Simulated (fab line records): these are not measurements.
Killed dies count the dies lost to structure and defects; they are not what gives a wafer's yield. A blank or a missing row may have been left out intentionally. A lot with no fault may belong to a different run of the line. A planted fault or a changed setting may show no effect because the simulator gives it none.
Which of the tools did it? ; flow nand-harc ; 10 lots, 30 wafers sampled, at 1 step of a route of 1302

WHAT EACH GAUGE READ, for each wafer
NHARC_A_M1_INSPECT_27.
lot;measured;on;raw-defect-count
L506;day 23 01:13;defect-inspect-01;491 501 408
L505;day 23 12:32;defect-inspect-02;556 697 439
L508;day 23 18:14;defect-inspect-02;409 391 372
L507;day 23 18:47;defect-inspect-01;343 459 484
L510;day 24 11:19;defect-inspect-02;425 497 569
L512;day 25 18:11;defect-inspect-02;547 498 640
L513;day 26 05:02;defect-inspect-02;446 471 413
L521;day 29 20:05;defect-inspect-01;526 505 496
L526;day 31 18:00;defect-inspect-01;485 555 448
L528;day 31 21:01;defect-inspect-02;477 529 558

WHAT TOOL EACH LOT RAN ON (gives the tool, then ch and the chambers of the sampled wafers, and finally the start)
No process step before these readings appears in the record.

THE ANSWER, worked out from the rows above alone
Rule: usual is defined by the lots themselves. Put in order of their means at a reading, lots are off if they are a third of the lots or fewer, leave a main group of 4 or more, and stand apart from it by a gap of 3 or more times the standard deviation of the main group's means; of several such gaps the widest counts. A main group is skipped when, at the precision printed for the reading in the tables above, its means are all equal. Also off: a lot with no number at a reading for which 4 or more lots have one. Any other lot the step has rows for is counted as sound.
Nothing can be told from this: no lot is off at any reading shown.

WHAT THE SIMULATOR HAD PUT IN
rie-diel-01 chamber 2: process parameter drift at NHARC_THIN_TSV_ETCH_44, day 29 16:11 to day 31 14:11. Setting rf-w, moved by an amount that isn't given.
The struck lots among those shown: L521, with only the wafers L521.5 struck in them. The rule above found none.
